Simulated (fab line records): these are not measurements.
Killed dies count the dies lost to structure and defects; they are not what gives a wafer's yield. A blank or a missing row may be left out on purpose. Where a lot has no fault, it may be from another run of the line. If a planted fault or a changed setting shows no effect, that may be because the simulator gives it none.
2 desks looking at one fault + flow nand-harc + every desk sees just its own numbers, and what lay behind them comes last

== THE TOOL OWNER'S DESK: pecvd-01 ==
The tool's own readings at NHARC_A_DECK1_JOINT_DEP_16 (deposits SiO2, target thk 45 nm): means of the sampled wafers that have a number, for each lot that ran on this tool. The brackets show how far a lot's mean lies from the usual mean; more than 4 standard deviations puts the lot out of limits, marked OUT.
Columns: A = heater-power-w at NHARC_A_DECK1_JOINT_DEP_16, usual 556 W; B = mfc-precursor-sccm at NHARC_A_DECK1_JOINT_DEP_16, usual 161.4 sccm; C = showerhead-vpp-V at NHARC_A_DECK1_JOINT_DEP_16, usual 1852 V; D = susceptor-temp-C at NHARC_A_DECK1_JOINT_DEP_16, usual 400.04 C; E = throttle-valve-pct at NHARC_A_DECK1_JOINT_DEP_16, usual 16.1 %
| lot  | first seen here | A   | B     | C    | D      | E    |
|------|-----------------|-----|-------|------|--------|------|
| L320 | day 12 05:39    | 573 | 161.7 | 1976 | 399.97 | 16.1 |
| L330 | day 16 12:19    | 544 | 161.4 | 1883 | 399.93 | 15.9 |
| L339 | day 20 06:19    | 506 | 161.2 | 1925 | 400.22 | 16.2 |
| L338 | day 20 06:31    | 590 | 160.8 | 1781 | 399.84 | 16.5 |
| L340 | day 20 19:05    | 526 | 161.8 | 1786 | 400.13 | 16.1 |
This desk's finding: nothing out of limits on any of the 5 lots.

== FROM THE METROLOGY DESK ==
Lot by lot, what the gauges showed, no matter which tool ran the lot: averages of those sampled wafers that carry a number. The brackets show how far a lot's mean lies from the usual mean; more than 4 standard deviations puts the lot out of limits, marked OUT.
Columns: A = thk-nm at NHARC_A_DECK1_JOINT_THK_MEAS_17, usual 45.2 nm; B = thk-nm at NHARC_A_ONON_D2_THK_MEAS_21, usual 1003 nm
| lot  | first seen here | A               | B    |
|------|-----------------|-----------------|------|
| L320 | day 12 05:52    | 45.7            | 1011 |
| L322 | day 13 06:38    | 44.6            | 1015 |
| L324 | day 13 12:10    | 45.0            | 1003 |
| L323 | day 14 07:01    | 45.3            | 994  |
| L325 | day 14 15:55    | 46.0            | 1007 |
| L326 | day 14 15:55    | 43.7            | 998  |
| L329 | day 16 12:32    | 46.0            | 990  |
| L330 | day 16 12:32    | 45.3            | 998  |
| L335 | day 18 07:43    | 44.4            | 988  |
| L339 | day 20 06:36    | 36.8 (-6.5) OUT | 1007 |
| L338 | day 20 06:46    | 38.7 (-5.0) OUT | 1001 |
| L340 | day 20 19:20    | 35.5 (-7.4) OUT | 994  |
| L343 | day 22 02:53    | 44.5            | 1010 |
This desk's verdict: out of limits on L338, L339, L340, starting with L339 at day 20 06:36 (thk-nm at NHARC_A_DECK1_JOINT_THK_MEAS_17). Within limits: L320, L322, L324, L323, L325, L326, L329, L330, L335, L343.

== ALL TOGETHER ==
Metrology desk: alarm possible at day 20 06:36 on L338, L339, L340.
Nothing out of limits was seen by the tool owner's desk.
The tool owner's desk has L338, L339, L340 on record, within its limits.
On pecvd-01, each named lot ran NHARC_A_DECK1_JOINT_DEP_16.

== WHAT WAS PUT IN BY THE SIMULATOR ==
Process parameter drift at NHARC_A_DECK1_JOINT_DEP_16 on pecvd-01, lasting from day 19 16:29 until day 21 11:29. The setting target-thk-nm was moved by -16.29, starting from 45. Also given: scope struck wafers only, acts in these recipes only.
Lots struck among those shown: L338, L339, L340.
Hours from the fault's start to each desk's first reading out of limits: the metrology desk, 14.
